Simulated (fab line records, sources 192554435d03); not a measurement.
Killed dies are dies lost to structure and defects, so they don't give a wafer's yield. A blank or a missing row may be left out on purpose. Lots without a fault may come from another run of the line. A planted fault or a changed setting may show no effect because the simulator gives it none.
Matching of chambers / flow n5_finfet / N5_GATE_CUT_ETCH_37 on rie_diel-04: 4 sister chambers
The step etches SOC in N2/H2, target depth 60 nm, overetch 12 nm, time 90 s. 4 wafers are shown with their chamber, then 9 later ones without.

== WAFERS, EACH WITH ITS CHAMBER ==
wafer=L085.3; chamber=2; showerhead_plenum_p_Torr (Torr)=2.43
wafer=L086.2; chamber=3; showerhead_plenum_p_Torr (Torr)=2.49
wafer=L086.3; chamber=0; showerhead_plenum_p_Torr (Torr)=2.55
wafer=L086.4; chamber=1; showerhead_plenum_p_Torr (Torr)=2.51

== WAFERS MISSING THEIR CHAMBER ==
wafer=L088.1; showerhead_plenum_p_Torr (Torr)=2.55
wafer=L088.4; showerhead_plenum_p_Torr (Torr)=2.48
wafer=L088.5; showerhead_plenum_p_Torr (Torr)=2.49
wafer=L090.1; showerhead_plenum_p_Torr (Torr)=2.51
wafer=L090.3; showerhead_plenum_p_Torr (Torr)=2.55
wafer=L090.6; showerhead_plenum_p_Torr (Torr)=2.48
wafer=L091.1; showerhead_plenum_p_Torr (Torr)=2.51
wafer=L091.2; showerhead_plenum_p_Torr (Torr)=2.48
wafer=L091.4; showerhead_plenum_p_Torr (Torr)=2.42

== THE CHAMBER EACH PASSED THROUGH ==
wafer=L088.1; from the rows above=0; in truth=0
wafer=L088.4; from the rows above=3; in truth=3
wafer=L088.5; from the rows above=3; in truth=3
wafer=L090.1; from the rows above=1; in truth=1
wafer=L090.3; from the rows above=0; in truth=0
wafer=L090.6; from the rows above=3; in truth=3
wafer=L091.1; from the rows above=1; in truth=1
wafer=L091.2; from the rows above=3; in truth=3
wafer=L091.4; from the rows above=2; in truth=2
Placed correctly: 9 of 9. Can't be placed from these rows: 0. Number placed wrongly: 0.
How it was worked out, from the rows above alone: a wafer's distance from a chamber is the root of the sum, over the readings, of the square of ((its reading less the chamber's mean) divided by the reading's scatter). The wafer belongs to the nearest chamber; if the next one is less than 2 further off, it can't be placed. A chamber's mean is the mean of its shown wafers. The scatter (one wafer shown for each chamber): square how far every hidden wafer sits from the nearest shown wafer, average those squares and take the square root.
